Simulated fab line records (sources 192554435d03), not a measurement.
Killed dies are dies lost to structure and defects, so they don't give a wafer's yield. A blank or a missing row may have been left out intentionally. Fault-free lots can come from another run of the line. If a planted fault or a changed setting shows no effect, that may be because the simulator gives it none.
Check for tools in common :: flow n5-finfet :: 8 lots and 24 wafers in the sample

WHY THIS WAS OPENED
On 2 of the 8 lots, a flag is raised at N5_SD_EPI_N_CD_MEAS_09 on the reading cd-nm. Wafers without a fault read 119.9 nm, standard deviation 0.56.
Rule: a lot is flagged in two cases, either no wafer of it has a number, or all its wafers with numbers fall more than 4 standard deviations from that mean. The other lots count as sound.

lot: L628
measured: day 3 10:58
on: cd-sem-03
cd-nm (nm), wafer by wafer: 120.0 121.1 119.9
flag: 

lot: L633
measured: day 4 13:59
on: cd-sem-03
cd-nm (nm), wafer by wafer: 119.9 120.4 120.1
flag: 

lot: L634
measured: day 5 00:02
on: cd-sem-02
cd-nm (nm), wafer by wafer: 119.8 119.7 119.1
flag: 

lot: L636
measured: day 5 07:46
on: cd-sem-03
cd-nm (nm), wafer by wafer: 120.2 120.2 120.6
flag: 

lot: L638
measured: day 5 20:03
on: cd-sem-01
cd-nm (nm), wafer by wafer: 112.4 112.1 111.9
flag: FLAGGED

lot: L641
measured: day 6 15:57
on: cd-sem-01
cd-nm (nm), wafer by wafer: 115.2 114.5 115.7
flag: FLAGGED

lot: L643
measured: day 7 02:49
on: cd-sem-03
cd-nm (nm), wafer by wafer: 120.5 120.0 120.2
flag: 

lot: L648
measured: day 8 07:00
on: cd-sem-02
cd-nm (nm), wafer by wafer: 120.1 119.6 120.2
flag: 
Average over the flagged lots: 113.6 nm; offset from the usual -6.3 nm, equal to -11 standard deviations.

WHICH TOOL EACH LOT WENT THROUGH
The record holds 3 process steps before the reading, out of a route of 1938 steps. In each cell: the tool, then ch and the chambers that the sampled wafers went through, then the start.
lot: L628
flag: 
N5_DUMMY_GATE_HM_OPEN_21: rie-diel-02 ch 0,3, day 3 07:44
N5_SPACER0_ALD_00: ald-sin-03 ch 1,3, day 3 10:09
N5_SD_EPI_N_EXPOSE_06: arfi-scanner-02 ch 0, day 3 10:50

lot: L633
flag: 
N5_DUMMY_GATE_HM_OPEN_21: rie-diel-06 ch 0,1, day 4 12:18
N5_SPACER0_ALD_00: ald-sin-04 ch 0,2,3, day 4 13:11
N5_SD_EPI_N_EXPOSE_06: arfi-scanner-03 ch 0, day 4 13:52

lot: L634
flag: 
N5_DUMMY_GATE_HM_OPEN_21: rie-diel-06 ch 2,3, day 4 19:53
N5_SPACER0_ALD_00: ald-sin-03 ch 0,1,3, day 4 23:14
N5_SD_EPI_N_EXPOSE_06: arfi-scanner-02 ch 0, day 4 23:55

lot: L636
flag: 
N5_DUMMY_GATE_HM_OPEN_21: rie-diel-06 ch 0,2, day 5 06:07
N5_SPACER0_ALD_00: ald-sin-04 ch 2,3, day 5 06:58
N5_SD_EPI_N_EXPOSE_06: arfi-scanner-02 ch 0, day 5 07:39

lot: L638
flag: FLAGGED
N5_DUMMY_GATE_HM_OPEN_21: rie-diel-03 ch 1,2, day 5 18:31
N5_SPACER0_ALD_00: ald-sin-04 ch 0,2, day 5 19:22
N5_SD_EPI_N_EXPOSE_06: arfi-scanner-02 ch 0, day 5 19:56

lot: L641
flag: FLAGGED
N5_DUMMY_GATE_HM_OPEN_21: rie-diel-06 ch 2,3, day 6 13:45
N5_SPACER0_ALD_00: ald-sin-03 ch 0,3, day 6 15:08
N5_SD_EPI_N_EXPOSE_06: arfi-scanner-02 ch 0, day 6 15:50

lot: L643
flag: 
N5_DUMMY_GATE_HM_OPEN_21: rie-diel-06 ch 0,3, day 7 01:02
N5_SPACER0_ALD_00: ald-sin-02 ch 0,1,3, day 7 02:00
N5_SD_EPI_N_EXPOSE_06: arfi-scanner-03 ch 0, day 7 02:41

lot: L648
flag: 
N5_DUMMY_GATE_HM_OPEN_21: rie-diel-02 ch 0,1,2, day 8 05:28
N5_SPACER0_ALD_00: ald-sin-03 ch 2,3, day 8 06:19
N5_SD_EPI_N_EXPOSE_06: arfi-scanner-01 ch 0, day 8 06:53
What the steps here do:
- N5_DUMMY_GATE_HM_OPEN_21: chemistry CH3F/O2, target SiNx, target depth 120 nm, time 171.4 s.
- N5_SPACER0_ALD_00: deposits SiOCN, target thk 3.5 nm, pulse time 3 s, purge time 2 s.
- N5_SD_EPI_N_EXPOSE_06: exposes mask SD N BLK, target cd 120 nm.
- N5_SD_EPI_N_CD_MEAS_09: target cd 120 nm.

FLAGGED OVER TOTAL, TOOL BY TOOL (the gauges that took the reading come last)
step: N5_DUMMY_GATE_HM_OPEN_21
tool: rie-diel-02
lots run: 2
flagged: 0
share of the flagged lots: none
sound lots run after its first flagged lot: -

step: N5_DUMMY_GATE_HM_OPEN_21
tool: rie-diel-03
lots run: 1
flagged: 1
share of the flagged lots: some
sound lots run after its first flagged lot: 0

step: N5_DUMMY_GATE_HM_OPEN_21
tool: rie-diel-06
lots run: 5
flagged: 1
share of the flagged lots: some
sound lots run after its first flagged lot: 1 (L643)

step: N5_SPACER0_ALD_00
tool: ald-sin-02
lots run: 1
flagged: 0
share of the flagged lots: none
sound lots run after its first flagged lot: -

step: N5_SPACER0_ALD_00
tool: ald-sin-03
lots run: 4
flagged: 1
share of the flagged lots: some
sound lots run after its first flagged lot: 1 (L648)

step: N5_SPACER0_ALD_00
tool: ald-sin-04
lots run: 3
flagged: 1
share of the flagged lots: some
sound lots run after its first flagged lot: 0

step: N5_SD_EPI_N_EXPOSE_06
tool: arfi-scanner-01
lots run: 1
flagged: 0
share of the flagged lots: none
sound lots run after its first flagged lot: -

step: N5_SD_EPI_N_EXPOSE_06
tool: arfi-scanner-02
lots run: 5
flagged: 2
share of the flagged lots: all
sound lots run after its first flagged lot: 0

step: N5_SD_EPI_N_EXPOSE_06
tool: arfi-scanner-03
lots run: 2
flagged: 0
share of the flagged lots: none
sound lots run after its first flagged lot: -

step: N5_SD_EPI_N_CD_MEAS_09
tool: cd-sem-01
lots run: 2
flagged: 2
share of the flagged lots: all
sound lots run after its first flagged lot: 0

step: N5_SD_EPI_N_CD_MEAS_09
tool: cd-sem-02
lots run: 2
flagged: 0
share of the flagged lots: none
sound lots run after its first flagged lot: -

step: N5_SD_EPI_N_CD_MEAS_09
tool: cd-sem-03
lots run: 4
flagged: 0
share of the flagged lots: none
sound lots run after its first flagged lot: -

WHAT THE TABLE ALLOWS
Rows of the table that ran all the flagged lots, 2 in number: arfi-scanner-02 at N5_SD_EPI_N_EXPOSE_06; cd-sem-01 at N5_SD_EPI_N_CD_MEAS_09.
- arfi-scanner-02 at N5_SD_EPI_N_EXPOSE_06: 2 of its 5 lots flagged. It ran its last sound lot, L636, at day 5 07:39 and its first flagged lot, L638, at day 5 19:56: a fault with its onset between the two fits. Its own readings (exposure-dose-mJ-cm2) fall more than 4 standard deviations out on all wafers of the flagged lots.
- cd-sem-01 at N5_SD_EPI_N_CD_MEAS_09: 2 of its 2 lots flagged. No sound lot ran on it before its first flagged lot in this sample; the start therefore can't be narrowed down.
A lot count leaves these 2 tools indistinguishable: every one of them fits a fault beginning at some hour. More lots, or a look at what each step does to the wafer, might.

WHAT THE SIMULATOR PUT IN
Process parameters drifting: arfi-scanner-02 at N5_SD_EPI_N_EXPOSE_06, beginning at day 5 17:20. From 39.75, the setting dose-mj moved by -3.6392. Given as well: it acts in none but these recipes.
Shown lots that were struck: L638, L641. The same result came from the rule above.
